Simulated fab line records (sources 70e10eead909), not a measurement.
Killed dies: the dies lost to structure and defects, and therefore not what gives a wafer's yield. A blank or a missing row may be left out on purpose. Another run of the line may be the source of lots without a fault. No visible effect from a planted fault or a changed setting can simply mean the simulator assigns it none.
Matching of chambers | flow nand harc | NHARC_A_WL_FILL_ALD_02 on ald metal-02: 4 sister chambers
The step deposits TiN, target thk 2 nm, pulse time 3 s, ald cycles 100. 8 wafers are shown with their chamber, then 7 later ones without.

## EACH WAFER AND ITS CHAMBER
wafer  | chamber | heater power w (W) | precursor pulse height rel
L681.1 | 1       | 1179               | 0.983
L684.5 | 3       | 1116               | 1.005
L692.5 | 3       | 1061               | 0.992
L697.2 | 1       | 1114               | 0.993
L697.3 | 2       | 1269               | 1.026
L697.4 | 0       | 1096               | 0.969
L693.1 | 0       | 1125               | 1.012
L693.4 | 2       | 1253               | 1.016

## WAFERS WITHOUT THEIR CHAMBER
wafer  | heater power w (W) | precursor pulse height rel
L693.6 | 1110               | 0.975
L700.1 | 1119               | 1.009
L700.3 | 1264               | 1.035
L700.4 | 1138               | 1.007
L702.2 | 1095               | 0.981
L702.4 | 1238               | 1.005
L702.5 | 1071               | 0.999

## EACH ONE'S CHAMBER
wafer  | from the rows above          | in truth
L693.6 | can't be placed: 0 or 1 or 3 | 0
L700.1 | can't be placed: 3 or 0 or 1 | 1
L700.3 | 2                            | 2
L700.4 | can't be placed: 1 or 0 or 3 | 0
L702.2 | can't be placed: 0 or 3 or 1 | 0
L702.4 | can't be placed: 2 or 1      | 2
L702.5 | can't be placed: 3 or 0 or 1 | 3
Correct placement for 1 of the 7. From these rows, 6 cannot be placed; in 6 the true chamber is one of the candidates. Placed wrongly: 0.
How it was worked out, from the rows above alone: a wafer's distance from a chamber is the root of the sum, over the readings, of the square of ((its reading less the chamber's mean) divided by the reading's scatter). If the next closest chamber is less than 2 further off than the closest, the wafer can't be placed; otherwise it belongs to the closest. A chamber's mean is the mean of its shown wafers. The scatter: the root of (the sum of the squares of (reading less its chamber's mean) over the shown wafers, divided by (wafers less chambers)).
